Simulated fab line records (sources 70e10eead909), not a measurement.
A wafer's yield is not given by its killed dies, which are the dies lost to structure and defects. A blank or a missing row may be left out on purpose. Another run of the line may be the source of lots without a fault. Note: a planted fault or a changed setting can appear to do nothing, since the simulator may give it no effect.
Struck lot and sound lot, side by side	flow nand_harc	15 out of 1302 route steps
Sound: wafers L933.2, L933.4, L933.5. Struck: wafers L942.1, L942.4, L942.6. The cause is given at the end.
Order at every step that has rows: each side's tool, ch and its chambers, its first start. Under that, the readings that differ: sound wafers	struck wafers	difference of the means	sigmas: that difference in standard deviations of wafers without a fault.
alike: same words and numbers on both sides, and readings whose means sit less than 2 such deviations apart. not compared: any withheld reading, any reading some wafer has no value for, any bound like >300 that may hide the same value, and any number with overlapping values for which the record gives no deviation.
A row with sigmas, a row that says differs or no value, or rows on one side alone: a step with any of these is where the two part. Non-overlapping numbers with no deviation appear without sigmas and do not part them. Lack of a reading on every wafer of one side parts them only where that side has two or more wafers.

first, 8 steps without rows for these wafers: NHARC_P_M2_HMDS_02 (time 30 s); NHARC_P_M2_COAT_34 (time 65 s); NHARC_P_M2_COAT_03 (resist thk 90 nm); NHARC_P_M2_SOFTBAKE_04 (time 55 s); NHARC_P_M2_EBR_05; NHARC_P_M2_EXPOSE_06 (exposes mask P M2, target cd 170 nm); NHARC_P_M2_PEB_07 (peb time 65 s); NHARC_P_M2_DEVELOP_08 (develop time 35 s).
NHARC_P_M2_CD_MEAS_09: target cd 170 nm.
  sound on cd_sem-02 ch 0, day 8 01:26; struck on cd_sem-01 ch 0, day 12 09:44
  alike: cd_nm
NHARC_P_M2_OVL_MEAS_10: pitch 340 nm.
  struck on overlay-02, day 12 09:49; sound on overlay-02, day 8 01:32
  alike: overlay_x_nm, overlay_y_nm
NHARC_P_M2_INSPECT_11:
  struck on defect_inspect-02, day 12 09:52; sound on defect_inspect-02, day 8 01:34
  alike: raw_defect_count
NHARC_P_M2_DESCUM_14: chemistry O2, time 3 s.
  sound on rie_diel-10 ch 0,2, day 8 01:38; struck on rie_diel-09 ch 0,1,3, day 12 09:55
  alike: drypump_motor_current_A, oes_product_au, rf_vpp_V, showerhead_plenum_p_Torr, throttle_valve_pct
  not compared: rf_hours_counter_h
NHARC_P_M2_ETCH_35: etches the open film in N2/H2, target depth 40 nm, overetch 12 nm, time 43.94 s.
  sound on rie_diel-10 ch 0,3, day 8 01:43; struck on rie_diel-09 ch 0,1, day 12 10:01
  no value came back on the struck wafers for any of 7 readings (bias_w (W), chamber_pressure_mTorr (mTorr) and others); on the sound wafers bias_w (W) reads 150.6 150.2 150.5
  not compared: rf_hours_counter_h
NHARC_P_M2_ETCH_15: etches the open film in C4F8/Ar, target depth 182.5 nm, time 91.2 s.
  sound on rie_diel-10 ch 1,3; struck on rie_diel-09 ch 1,3, day 12 10:06
  alike: bias_w, chamber_pressure_mTorr, oes_product_au, rf_vpp_V
  not compared: rf_hours_counter_h
-- jump in the record: it breaks off in module P_M2 and resumes in module END (first step shown: number 1302 of the route), and 18 days separate the struck wafers' starts before and after --
NHARC_END_SORT_01:
  sound on prober-02 ch 0, day 25 18:22; struck on prober-01 ch 0, day 30 10:01
reading	sound	struck	difference	sigmas
defect_limited_yield (%)	84.6 88.2 84.3	0 0 0	-86	-33
killed_at_periphery	2 5 7	615 603 596	+600	+99 or more
killed_dies	104 80 106	677 677 677	+580	+34
  alike: killed_at_array, killed_at_other, killed_open, killed_short

WHERE THEY PART
Last at NHARC_END_SORT_01 as far as this record goes, first at NHARC_P_M2_ETCH_35.

WHY: the cause the simulator had injected
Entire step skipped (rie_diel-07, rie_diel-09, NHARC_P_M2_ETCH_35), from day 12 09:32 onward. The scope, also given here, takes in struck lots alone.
